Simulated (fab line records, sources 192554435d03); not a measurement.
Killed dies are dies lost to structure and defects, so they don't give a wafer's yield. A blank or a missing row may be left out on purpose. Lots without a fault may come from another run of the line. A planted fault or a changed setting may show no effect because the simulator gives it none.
fab line records | flow n5_finfet
record lots=6 wafers=16 last_day=17
route steps=1938 shown BEOL_M3@968 BEOL_M4@1111
lots that met no fault: from a run of the same line without faults
start_h: hours from the record's first day to the start of the lot's first wafer shown | wait_h: hours since the lot's step before | " the same as in the row above | L1.1+2: a row that stands for several wafers | - no value, or no start given | * or withheld: withheld | < > ~ a bound
route shown NAME@n: a module of which the file shows steps, and the number in the route of the first | usual: mean/standard deviation of fault-free wafers | same: alike in all rows | chamber/n: place in a boat | sites: the reading at each site | _std_site: their standard deviation | _edge_site: outer sites' mean less inner sites' | radius_mm: how far each site lies from the wafer's centre | mask NAME#n: copy n | behind: the tool/chamber that last shaped the wafer | hold: why the lot was held/for how many hours/how that ended | device: the transistor (n, p or np) that didn't switch | end of line: the same wafers' tests at the end of the route | a step without rows: its recipe alone | killed: dies lost to structure and defects at the first sort, not the wafer's yield | map: a wafer's dies, x killed, . not, _ none there
set.NAME: the setting as run; set.NAME@STEP: as run at that earlier step | model.NAME: the simulator's own value behind a step, which no gauge read
lots at some steps of the route; a table a step, a row a wafer
services: from which hour (start_h, from the record's first day; less than 0 if before it) a tool's chamber was out of use, for how many hours, and why
## steps
# step N5_BEOL_M3_INSPECT_30
# recipe mode=adi inspect_instrument=brightfield
# usual raw_defect_count=419/97
# columns lot.wafer tool chamber start_h wait_h raw_defect_count
L347.1 defect_inspect-02 - 164.92 0.1 471
L347.4 " - " " 292
L347.6 " - " " 303
L350.1 defect_inspect-01 - 182.20 0.1 392
L350.5 " - " " 306
L350.6 " - " " 290
L356.1 defect_inspect-02 - 227.06 0.1 501
L356.4 " - " " 507
L357.3 defect_inspect-01 - 230.96 0.0 395
L357.4 " - " " 308
L365.3 defect_inspect-01 - 278.11 0.0 273
L365.4 " - " " 405
L365.6 " - " " 424
L364.1 defect_inspect-02 - 278.92 0.1 487
L364.4 " - " " 563
L364.6 " - " " 439
# step N5_BEOL_M3_DESCUM_33
# recipe chemistry=O2 time_s=7 source_power_w=50 bias_power_w=20 pressure_mtorr=20 rf_frequency_hz=2.712e+07 temp_c=40 resist=CAR-EUV o2_flow_sccm=225
# step N5_BEOL_M3_ETCH_77
# recipe chemistry=N2/H2 target=underlayer target_depth_a=65 mask_material=CAR-EUV time_s=5.2 ion_energy_ev=200 pressure_mtorr=30 source_w=840 bias_w=150 n2_flow_sccm=200 h2_flow_sccm=200 ends=cleared
# step N5_BEOL_M3_ETCH_69
# recipe chemistry=CF4 target=SiARC target_depth_a=156 mask_material=CAR-EUV time_s=26 ion_energy_ev=80 pressure_mtorr=40 source_w=545 bias_w=36 Ar_flow_sccm=100 cf4_flow_sccm=100 ends=cleared
# usual bias_w=35.99/0.11 drypump_motor_current_A=5.7/0.35 etch_rf_on_time_s=26.0/0.57 oes_product_au=0.69/0.066 rf_vpp_V=184.2/1.2 showerhead_plenum_p_Torr=2.15/0.077 throttle_valve_pct=15.55/0.23
# columns lot.wafer tool chamber start_h wait_h bias_w drypump_motor_current_A etch_rf_on_time_s oes_product_au rf_hours_counter_h rf_vpp_V showerhead_plenum_p_Torr throttle_valve_pct
L347.1 rie_diel-04 3 165.05 0.0 35.99 6.0 25.2 0.80 19 184.6 2.18 15.59
L347.4 " 2 " " 35.99 5.3 25.5 0.72 89 183.8 2.07 15.66
L347.6 " 0 " " 36.21 5.6 26.5 0.80 - 183.7 2.09 15.19
L350.1 rie_diel-02 3 182.29 0.0 35.88 5.9 25.8 0.71 73 184.5 2.27 15.25
L350.5 " 1 " " 35.97 5.6 26.0 0.75 - 187.0 2.27 15.26
L350.6 " 2 " " 36.05 6.5 26.6 0.68 - 184.2 2.07 15.86
L356.1 rie_diel-04 0 227.14 0.0 36.00 5.6 26.2 0.77 26 183.5 2.09 15.24
L356.4 " 3 " " 36.04 6.0 25.1 0.77 37 184.7 2.18 15.62
L357.3 rie_diel-06 0 231.04 0.0 35.83 5.6 26.7 0.60 214 183.0 2.03 15.76
L357.4 " 3 " " 35.92 5.6 26.3 0.63 177 184.2 2.20 15.54
L365.3 rie_diel-04 3 278.19 0.0 36.17 6.0 25.2 0.74 53 184.5 2.17 15.65
L365.4 " 2 " " 35.85 5.4 25.5 0.68 122 182.5 2.06 15.71
L365.6 " 2 " " 36.05 5.3 25.4 0.68 - 183.3 2.06 15.71
L364.1 rie_diel-02 1 279.00 0.0 36.24 5.6 26.2 0.73 78 185.5 2.25 15.34
L364.4 " 2 " " 35.99 6.5 26.7 0.65 114 183.1 2.06 15.92
L364.6 " 2 " " 36.05 6.5 26.6 0.65 - 181.6 2.06 15.90
# step N5_BEOL_M3_ALD_98
# recipe material=SiO2 target_thk_a=25 temp_c=100 ald_precursor_family=BDEAS ald_co_reactant=O2-plasma pulse_time_s=1 co_reactant_pulse_time_s=1 purge_time_s=2 co_reactant_purge_time_s=2 ald_cycles=17 pressure_torr=2
# usual chamber_pressure_Torr=1.999/0.0047 heater_power_w=82/12 precursor_pulse_height_rel=1.001/0.021
# same co_reactant_purge_time_s=2 pulse_time_s=1
# columns lot.wafer tool chamber start_h wait_h chamber_pressure_Torr heater_power_w precursor_pulse_height_rel
L347.1 ald_sin-04 1 165.14 0.1 1.995 101 1.004
L347.4 " 2 " " 2.001 61 0.990
L347.6 " 2 " " 1.997 63 1.019
L350.1 ald_sin-03 1 182.37 0.1 1.996 71 0.987
L350.5 " 0 " " 2.000 84 0.983
L350.6 " 3 " " 1.998 71 1.013
L356.1 ald_sin-04 0 227.22 0.1 2.004 80 1.019
L356.4 " 1 " " 2.004 103 0.986
L357.3 ald_sin-04 2 231.13 0.1 1.993 63 1.001
L357.4 " 3 " " 1.995 83 0.993
L365.3 ald_sin-03 1 278.50 0.3 2.000 68 0.972
L365.4 " 0 " " 1.996 84 1.024
L365.6 " 1 " " 2.001 70 0.974
L364.1 ald_sin-02 1 279.12 0.1 2.008 77 1.006
L364.4 " 0 " " 2.002 81 1.009
L364.6 " 0 " " 2.003 82 0.995
# step N5_BEOL_M3_ETCHBACK_99
# recipe chemistry=CHF3 target=SiO2 target_depth_a=50 time_s=10.4 source_w=215 bias_w=47 Ar_flow_sccm=200 CHF3_flow_sccm=12 ion_energy_ev=100 pressure_mtorr=30
# step N5_BEOL_M3_ETCH_70
# recipe chemistry=N2/H2 target=SOC target_depth_a=800 overetch_a=160 mask_material=SiARC temp_c=40 time_s=120 ion_energy_ev=200 pressure_mtorr=30 source_w=840 bias_w=150 n2_flow_sccm=200 h2_flow_sccm=200
# step N5_BEOL_M3_STRIP_71
# recipe chemistry=N2/H2 temp_c=40 n2_flow_sccm=200 h2_flow_sccm=200 rf_frequency_hz=6e+07
# step N5_BEOL_M3_STRIP_78
# recipe chemistry=N2/H2 temp_c=40 n2_flow_sccm=200 h2_flow_sccm=200 rf_frequency_hz=6e+07
# step N5_BEOL_M3_VIA_ETCH_34
# recipe chemistry=C4F6/O2 target_depth_a=694 mask_material=SOC pressure_mtorr=15 ion_energy_ev=250 taper_deg=4 time_s=65.9 source_w=350 bias_w=170 Ar_flow_sccm=300 C4F6_flow_sccm=10 O2_flow_sccm=10
# usual bias_w=169.9/0.49 drypump_motor_current_A=5.7/0.38 oes_product_au=0.81/0.067 rf_vpp_V=663/8.6 showerhead_plenum_p_Torr=2.86/0.11 throttle_valve_pct=30.7/0.34
# columns lot.wafer tool chamber start_h wait_h bias_w drypump_motor_current_A oes_product_au rf_hours_counter_h rf_vpp_V showerhead_plenum_p_Torr throttle_valve_pct
L347.1 rie_diel-02 2 169.93 0.0 170.3 6.5 0.80 76 656 2.74 31.1
L347.4 " 1 " " 169.5 5.6 0.89 41 654 3.01 30.5
L347.6 " 3 " " 170.1 5.8 0.83 - 664 3.02 30.4
L350.1 rie_diel-06 2 183.82 0.0 169.7 6.1 0.82 82 673 2.98 30.6
L350.5 " 0 " " 169.5 5.7 0.71 - 660 2.70 30.7
L350.6 " 3 " " 169.9 5.5 0.75 - 677 2.93 30.4
L356.1 rie_diel-06 0 228.46 0.0 170.5 5.6 0.70 213 663 2.69 30.7
L356.4 " 1 " " 169.4 6.2 0.84 63 655 2.77 30.3
L357.3 rie_diel-06 0 231.39 0.0 170.6 5.6 0.71 214 663 2.69 30.7
L357.4 " 2 " " 170.2 6.0 0.81 96 669 2.98 30.6
L365.3 rie_diel-02 2 279.86 0.0 170.4 6.5 0.75 115 654 2.72 31.2
L365.4 " 1 " " 169.2 5.7 0.84 78 654 2.99 30.6
L365.6 " 1 " " 169.4 5.6 0.85 - 654 2.99 30.5
L364.1 rie_diel-02 0 280.99 0.0 169.3 5.1 0.73 189 668 2.97 31.4
L364.4 " 2 " " 170.1 6.6 0.76 115 653 2.72 31.2
L364.6 " 2 " " 169.1 6.6 0.77 - 654 2.72 31.2
# step N5_BEOL_M3_STRIP_83
# recipe chemistry=C4F6/O2 resist=SiARC rf_frequency_hz=6e+07
# step N5_BEOL_M3_STRIP_36
# recipe chemistry=N2/H2 power_w=450 temp_c=40 pressure_mtorr=20 rf_frequency_hz=6e+07 overash_fraction=0.3 bias_power_w=7 h2_frac=0.5 n2_flow_sccm=200 h2_flow_sccm=200
# usual bias_power_w=7.001/0.019 drypump_motor_current_A=5.7/0.38 oes_product_au=0.81/0.066 rf_vpp_V=59.4/1.4 showerhead_plenum_p_Torr=2.56/0.099 throttle_valve_pct=23.6/0.32
# columns lot.wafer tool chamber start_h wait_h bias_power_w drypump_motor_current_A oes_product_au rf_hours_counter_h rf_vpp_V showerhead_plenum_p_Torr throttle_valve_pct
L347.1 rie_diel-02 2 169.99 0.0 7.000 6.5 0.80 76 58.7 2.46 24.1
L347.4 " 1 " " 6.999 5.6 0.90 41 60.4 2.71 23.7
L347.6 " 3 " " 6.983 5.9 0.83 - 59.4 2.67 23.0
L350.1 rie_diel-06 2 183.88 0.0 7.031 6.0 0.83 82 58.3 2.66 23.3
L350.5 " 0 " " 6.993 5.6 0.72 - 57.2 2.41 23.6
L350.6 " 3 " " 6.981 5.6 0.76 - 58.6 2.64 23.4
L356.1 rie_diel-06 0 228.52 0.0 7.008 5.6 0.72 213 61.0 2.40 23.7
L356.4 " 1 " " 6.970 6.2 0.83 63 57.2 2.49 23.4
L357.3 rie_diel-06 0 231.45 0.0 7.005 5.6 0.71 214 58.1 2.40 23.7
L357.4 " 2 " " 6.971 6.0 0.81 96 61.9 2.65 23.3
L365.3 rie_diel-02 2 279.92 0.0 6.992 6.5 0.77 115 58.6 2.45 24.1
L365.4 " 1 " " 7.003 5.6 0.84 78 60.0 2.69 23.8
L365.6 " 1 " " 7.012 5.6 0.86 - 63.6 2.69 23.8
L364.1 rie_diel-02 0 281.05 0.0 7.028 5.1 0.72 189 61.6 2.63 23.9
L364.4 " 2 " " 7.013 6.5 0.76 115 59.9 2.45 24.1
L364.6 " 2 " " 7.008 6.5 0.76 - 58.2 2.45 24.1
# step N5_BEOL_M3_TRENCH_ETCH_37
# recipe chemistry=C4F6/O2 target_depth_a=555.55 target=SiOC time_s=29.2 ion_energy_ev=250 pressure_mtorr=30 source_w=355 bias_w=185 Ar_flow_sccm=300 C4F6_flow_sccm=10 O2_flow_sccm=10
# usual bias_w=185.0/0.47 drypump_motor_current_A=5.7/0.38 oes_product_au=0.81/0.067 rf_vpp_V=662/8.8 showerhead_plenum_p_Torr=2.87/0.11 throttle_valve_pct=20.80/0.27
# columns lot.wafer tool chamber start_h wait_h bias_w drypump_motor_current_A oes_product_au rf_hours_counter_h rf_vpp_V showerhead_plenum_p_Torr throttle_valve_pct model.BEOL_M3.feature_depth_nm model.etch.depth_nm model.TiN_of_BEOL_M3_HM_DEP_02.thk_nm
L347.1 rie_diel-02 2 170.03 - 185.4 6.5 0.80 76 654 2.74 21.12 55.2 55.15 17.6
L347.4 " 1 " " 185.0 5.6 0.90 41 653 3.01 20.52 56 55.92 17.6
L347.6 " 3 " " 184.6 5.9 0.84 - 661 3.02 20.46 56.2 56.28 17.4
L350.1 rie_diel-06 2 183.92 - 184.6 6.0 0.83 82 672 2.99 20.63 54.4 54.4 18.2
L350.5 " 0 " " 184.9 5.6 0.72 - 662 2.70 20.90 54.2 54.26 18.2
L350.6 " 3 " " 185.3 5.6 0.75 - 678 2.93 20.65 54.8 54.78 17.8
L356.1 rie_diel-06 0 228.56 - 185.1 5.7 0.70 213 661 2.70 20.91 53.2 53.15 18
L356.4 " 1 " " 185.4 6.2 1.05 63 654 2.78 20.61 76.8 76.71 17.2
L357.3 rie_diel-06 0 231.49 - 184.5 5.6 0.71 214 662 2.70 20.90 54 54.07 17.6
L357.4 " 2 " " 185.4 6.0 1.02 96 671 2.98 20.71 76.6 76.66 16.6
L365.3 rie_diel-02 2 279.96 - 185.2 6.5 0.76 115 653 2.73 21.18 55 54.96 18.2
L365.4 " 1 " " 185.1 5.6 0.85 78 652 2.99 20.59 56 56 17.8
L365.6 " 1 " " 185.5 5.6 0.85 - 652 2.99 20.57 56 55.93 17.8
L364.1 rie_diel-02 0 281.09 - 184.2 5.1 0.73 189 669 2.98 21.27 56 56.08 18.2
L364.4 " 2 " " 184.9 6.5 0.76 115 652 2.73 21.16 54.2 54.22 18
L364.6 " 2 " " 185.1 6.5 0.76 - 653 2.73 21.18 54.8 54.74 18
# step N5_BEOL_M3_ETCH_41
# recipe chemistry=CH3F/O2 target=SiCN target_depth_a=299 taper_deg=2 time_s=52.5 ion_energy_ev=120 mask_material=TiN pressure_mtorr=30 source_w=395 bias_w=75 Ar_flow_sccm=150 CH3F_flow_sccm=30 O2_flow_sccm=20
# step N5_BEOL_M3_STRIP_97
# recipe chemistry=N2/H2 time_s=10 power_w=450 temp_c=40 pressure_mtorr=20 rf_frequency_hz=6e+07 bias_power_w=7 n2_flow_sccm=200 h2_flow_sccm=200
# usual bias_power_w=7.001/0.02 drypump_motor_current_A=5.7/0.38 oes_product_au=0.81/0.066 rf_vpp_V=59.3/0.84 showerhead_plenum_p_Torr=2.56/0.099 throttle_valve_pct=23.6/0.32
# columns lot.wafer tool chamber start_h wait_h bias_power_w drypump_motor_current_A oes_product_au rf_hours_counter_h rf_vpp_V showerhead_plenum_p_Torr throttle_valve_pct
L347.1 rie_diel-02 2 - - 7.005 6.5 0.80 76 59.1 2.46 24.1
L347.4 " 1 " " 7.003 5.7 0.89 41 58.7 2.71 23.7
L347.6 " 3 " " 7.009 5.9 0.84 - 59.6 2.67 22.9
L350.1 rie_diel-06 2 - - 7.014 6.0 0.83 82 58.1 2.66 23.3
L350.5 " 0 " " 7.016 5.6 0.71 - 59.6 2.41 23.6
L350.6 " 3 " " 7.016 5.6 0.75 - 59.7 2.64 23.4
L356.1 rie_diel-06 0 - - 7.034 5.6 0.70 213 59.3 2.40 23.7
L356.4 " 1 " " 7.021 6.2 0.82 63 59.3 2.49 23.3
L357.3 rie_diel-06 0 - - 7.005 5.6 0.71 214 59.2 2.40 23.7
L357.4 " 2 " " 7.022 6.0 0.80 96 59.6 2.65 23.3
L365.3 rie_diel-02 2 - - 7.011 6.5 0.76 115 59.5 2.45 24.1
L365.4 " 1 " " 7.017 5.6 0.87 78 60.8 2.69 23.8
L365.6 " 1 " " 7.009 5.6 0.86 - 60.8 2.69 23.8
L364.1 rie_diel-02 0 - - 7.016 5.1 0.72 189 59.3 2.63 23.9
L364.4 " 2 " " 7.017 6.5 0.77 115 58.8 2.45 24.1
L364.6 " 2 " " 6.988 6.5 0.76 - 59.5 2.45 24.1
# step N5_BEOL_M3_OCD_MEAS_38
# usual trench_depth_nm=55.3/0.85
# columns lot.wafer tool chamber start_h wait_h trench_depth_nm
L347.1 ocd-02 - 170.19 - 55.1
L347.4 " - " " 55.5
L347.6 " - " " 56.2
L350.1 ocd-02 - 184.07 - 54.5
L350.5 " - " " 54.0
L350.6 " - " " 54.4
L356.1 ocd-01 - 228.72 - 53.5
L356.4 " - " " 76.4
L357.3 ocd-01 - 231.64 - 54.0
L357.4 " - " " 76.3
L365.3 ocd-02 - 280.12 - 54.9
L365.4 " - " " 55.9
L365.6 " - " " 55.6
L364.1 ocd-01 - 281.25 - 56.3
L364.4 " - " " 54.3
L364.6 " - " " 54.1
# step N5_BEOL_M3_HM_STRIP_39
# recipe chemistry=peroxide_tin_strip material=TiN target_depth_a=250 temp_c=50 time_s=158
# step N5_BEOL_M4_RC_MEAS_101
# usual DIBL_N=37.1/1.9 DIBL_P=37.2/2.3 IOFF_N=0.18/0.04 IOFF_P=0.23/0.044 ION_N=682/11 ION_P=468/8.6 SS_N=71.9/0.68 SS_P=73.5/0.74 VT_N=248/3.4 VT_P=-248/3.4
# columns lot.wafer tool chamber start_h wait_h DIBL_N[mV/V] DIBL_P[mV/V] IOFF_N[nA/um] IOFF_P[nA/um] ION_N[uA/um] ION_P[uA/um] SS_N[mV/dec] SS_P[mV/dec] VT_N[mV] VT_P[mV]
L347.1 prober-01 0 190.51 0.0 35.2 35.1 0.14 0.23 674 473 71.3 73.0 250 -245
L347.4 " 0 " " 36.2 35.9 0.16 0.23 667 469 71.5 73.4 251 -245
L347.6 " 0 " " 36.1 35.7 0.15 0.23 671 469 72.1 73.4 251 -246
L350.1 prober-02 0 198.26 0.0 36.9 37.4 0.17 0.21 677 462 71.9 72.9 250 -248
L350.5 " 0 " " 35.7 36.3 0.14 0.19 667 452 71.3 73.4 251 -253
L350.6 " 0 " " 33.2 32.4 0.12 0.15 662 459 71.3 71.3 254 -254
L356.1 prober-01 0 242.52 0.0 37.6 37.1 0.19 0.27 696 482 71.1 73.2 243 -244
L356.4 " 0 " " 36.7 37.4 0.18 0.27 688 485 71.4 73.3 246 -246
L357.3 prober-02 0 246.41 0.3 36.6 35.7 0.17 0.22 677 459 71.9 73.1 250 -251
L357.4 " 0 " " 37.6 37.6 0.19 0.23 674 467 73.0 73.1 249 -249
L365.3 prober-01 0 295.12 0.3 34.1 35.1 0.15 0.22 681 469 71.5 73.1 248 -245
L365.4 " 0 " " 37.2 37.9 0.20 0.26 678 460 73.0 73.6 248 -246
L365.6 " 0 " " 35.9 37.0 0.18 0.25 687 474 71.4 73.4 249 -245
L364.1 prober-02 0 295.37 0.0 40.0 39.4 0.24 0.25 687 466 73.4 73.9 243 -250
L364.4 " 0 " " 39.3 39.9 0.23 0.27 700 475 72.2 74.8 246 -248
L364.6 " 0 " " 41.0 39.7 0.28 0.27 695 464 73.7 74.2 244 -248
## services
# columns tool chamber start_h hours kind
rie_diel-04 3 146.43 9.5 repair
rie_diel-06 1 181.26 7.0 repair
ald_sin-03 - 183.57 6.1 pm
rie_diel-06 2 187.71 4.6 repair
rie_diel-02 3 240.22 32.8 repair
ald_sin-04 3 266.06 10.3 repair
ald_sin-04 - 268.25 14.0 pm
ald_sin-04 0 268.25 14.0 vent_cycle
ald_sin-04 1 268.25 14.0 vent_cycle
ald_sin-04 2 268.25 14.0 vent_cycle
rie_diel-04 1 279.44 3.4 repair
## key
first_sign step=N5_BEOL_M3_TRENCH_ETCH_37 reading=oes_product_au direction=up sigmas=3.4 usual=0.81 struck=1.03
effect step=N5_BEOL_M3_OCD_MEAS_38 reading=trench_depth_nm direction=up sigmas=25 usual=55.3 struck=76.3
model_effect step=N5_BEOL_M3_TRENCH_ETCH_37 value=BEOL_M3.feature_depth_nm without=55 struck=76.7
met_at N5_BEOL_M3_TRENCH_ETCH_37
struck_wafers L356.4,L357.4
onset_between 183.92 228.56
fault kind=process_parameter_drift tool=rie_diel-06 chamber=- onset_h=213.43 steps=N5_BEOL_M3_TRENCH_ETCH_37 channel=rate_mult offset=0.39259 shape=step end_h=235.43 scope=struck_wafers_only
